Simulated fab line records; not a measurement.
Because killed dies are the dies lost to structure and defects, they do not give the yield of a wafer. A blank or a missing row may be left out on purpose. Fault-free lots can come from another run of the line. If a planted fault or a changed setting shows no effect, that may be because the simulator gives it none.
What tool caused it? | flow nand_harc | 36 wafers from 13 lots sampled at 4 of the route's 1159 steps

== WHAT THE GAUGES READ, wafer by wafer ==
NHARC_THIN_TSV_CD_MEAS_12 targets a cd of 1000 nm. Usual: cd_nm at 1000.5 nm, with a standard deviation of 1.7.
lot  | measured     | on        | cd_nm (nm)           | flag
L224 | day 19 07:02 | cd_sem-01 | 1001.7 997.9 999.1   |
L225 | day 19 08:08 | cd_sem-01 | 998.1 1001.6 997.9   |
L226 | day 19 17:08 | cd_sem-03 | 1001.4 997.8 1000.1  |
L227 | day 20 01:26 | cd_sem-02 | 1001.0 1000.2 999.7  |
L228 | day 20 09:34 | cd_sem-03 | 1001.5 1000.5 1000.2 |
L229 | day 20 15:57 | cd_sem-01 | 1000.9 1001.0 999.8  |
L232 | day 20 23:22 | cd_sem-03 | 1002.1 998.2 1001.5  |
L233 | day 21 06:23 | cd_sem-02 | 1003.6 1001.9 1003.5 |
L231 | day 21 17:29 | cd_sem-03 | 999.1 998.7 998.8    |
L230 | day 21 18:32 | cd_sem-02 | 1001.5 1000.9 1000.6 |
L238 | day 23 10:22 | cd_sem-03 | 999.9 998.7          |
L239 | day 23 12:47 | cd_sem-03 | 1003.6               |
L245 | day 24 11:43 | cd_sem-03 | 1000.2 1001.6 1000.3 |

NHARC_THIN_TSV_CD_MEAS_37. Usual: cd_nm at 5000.4 nm, with a standard deviation of 3.
lot  | measured     | on        | cd_nm (nm)           | flag
L224 | day 19 14:25 | cd_sem-03 | 5005.1 4998.5 4998.9 |
L225 | day 19 15:53 | cd_sem-03 | 4996.3 4999.8 4995.8 |
L226 | day 20 00:48 | cd_sem-02 | 5003.9 4998.8 5002.5 |
L227 | day 20 08:50 | cd_sem-01 | 5000.6 5000.7 5001.4 |
L228 | day 20 17:08 | cd_sem-02 | 5000.0 5003.3 5000.7 |
L229 | day 20 23:23 | cd_sem-02 | 5001.9 5000.9 5000.1 |
L232 | day 21 06:50 | cd_sem-01 | 5002.6 4994.1 5001.9 |
L233 | day 21 14:03 | cd_sem-02 | 5001.6 4998.9 5004.3 |
L231 | day 22 00:47 | cd_sem-03 | 4998.9 5001.9 4999.1 |
L230 | day 22 02:07 | cd_sem-03 | 4997.7 4999.8 4998.5 |
L238 | day 23 19:12 | cd_sem-02 | 4997.8 4996.3        |
L239 | day 23 22:37 | cd_sem-03 | 5001.4               |
L245 | day 24 19:25 | cd_sem-02 | 4999.5 4999.5 5000.2 |

NHARC_THIN_TSV_INSPECT_40. Usual: raw_defect_count at 442, with a standard deviation of 66.
lot  | measured     | on                | raw_defect_count | flag
L224 | day 19 18:50 | defect_inspect-01 | 411 411 382      |
L225 | day 19 18:50 | defect_inspect-01 | 429 520 557      |
L226 | day 20 05:14 | defect_inspect-01 | 466 607 488      |
L227 | day 20 13:17 | defect_inspect-01 | 403 417 443      |
L228 | day 20 21:34 | defect_inspect-01 | 508 362 422      |
L229 | day 21 03:49 | defect_inspect-01 | 426 400 379      |
L232 | day 21 11:16 | defect_inspect-01 | 415 464 463      |
L233 | day 21 21:08 | defect_inspect-01 | 518 400 427      |
L231 | day 22 06:59 | defect_inspect-02 | 313 384 390      |
L230 | day 22 06:59 | defect_inspect-02 | 485 459 396      |
L238 | day 23 23:25 | defect_inspect-01 | 423 388          |
L239 | day 24 03:03 | defect_inspect-01 | 475              |
L245 | day 24 23:55 | defect_inspect-02 | 507 446 410      |

== WHICH TOOL RAN EACH LOT (tool, then ch and the chambers of the sampled wafers, then the start) ==
lot  | NHARC_THIN_TSV_ETCH_59
L224 | rie_metal-01 ch 0,1, day 19 13:15
L225 | rie_metal-01 ch 0, day 19 14:32
L226 | rie_metal-02 ch 0,1, day 19 23:34
L227 | rie_metal-03 ch 0,1, day 20 07:44
L228 | rie_metal-01 ch 0, day 20 15:40
L229 | rie_metal-02 ch 0,1, day 20 22:16
L232 | rie_metal-02 ch 0,1, day 21 05:33
L233 | rie_metal-01 ch 0, day 21 12:47
L231 | rie_metal-02 ch 0,1, day 21 23:41
L230 | rie_metal-03 ch 0,1, day 22 00:59
L238 | rie_metal-01 ch 0,1, day 23 17:35
L239 | rie_metal-01 ch 1, day 23 21:28
L245 | rie_metal-03 ch 0,1, day 24 18:16
- NHARC_THIN_TSV_ETCH_59: etches the open film in Cl2/BCl3, target depth 880 nm, time 138.1 s.

== WHAT THE TOOLS THEMSELVES READ (means of the sampled wafers that have a number; where no wafer has one, the mark that the record gives instead) ==
NHARC_THIN_TSV_ETCH_59. Usual: drypump_motor_current_A 5.7 A, standard deviation 0.48; oes_product_au 0.998 a.u., standard deviation 0.012; rf_fwd_power_W 896 W, standard deviation 3.1; throttle_valve_pct 22.263 %, standard deviation 0.0094.
lot  | tool         | drypump_motor_current_A (A) | oes_product_au (a.u.) | rf_fwd_power_W (W) | throttle_valve_pct (%) | flag
L224 | rie_metal-01 | 5.4                         | 1.012                 | 896                | 22.266                 |
L225 | rie_metal-01 | 5.2                         | 1.002                 | 896                | 22.254                 |
L226 | rie_metal-02 | 5.8                         | 0.986                 | 890                | 22.267                 |
L227 | rie_metal-03 | 6.1                         | 1.003                 | 899                | 22.264                 |
L228 | rie_metal-01 | 5.2                         | 0.998                 | 899                | 22.259                 |
L229 | rie_metal-02 | 5.8                         | 0.990                 | 893                | 22.262                 |
L232 | rie_metal-02 | 6.0                         | 0.985                 | 894                | 22.254                 |
L233 | rie_metal-01 | 5.2                         | 0.987                 | 896                | 22.266                 |
L231 | rie_metal-02 | 6.0                         | 0.994                 | 895                | 22.252                 |
L230 | rie_metal-03 | 6.1                         | 1.011                 | 895                | 22.273                 |
L238 | rie_metal-01 | 5.5                         | 0.984                 | 896                | 22.280                 |
L239 | rie_metal-01 | 5.6                         | 1.000                 | 899                | 22.254                 |
L245 | rie_metal-03 | 5.8                         | 0.993                 | 897                | 22.272                 |

== THE ANSWER, worked out from the rows above alone ==
Rule: take the mean of a lot's wafers that have a number; if it is more than 3 standard deviations from the usual mean, the lot is off. Also off: a lot with no number at a reading for which 4 or more lots have one. Any other lot the step has rows for is counted as sound. After the gauges, taken in route order, come the tools' own readings; for these a lot's mean is taken, as printed above. The first step at which some lot is off is used, and at that step the reading that is off furthest; a lot without a number counts as furthest.
None of the lots is off at any reading shown; this tells nothing.

== WHAT THE SIMULATOR PUT IN ==
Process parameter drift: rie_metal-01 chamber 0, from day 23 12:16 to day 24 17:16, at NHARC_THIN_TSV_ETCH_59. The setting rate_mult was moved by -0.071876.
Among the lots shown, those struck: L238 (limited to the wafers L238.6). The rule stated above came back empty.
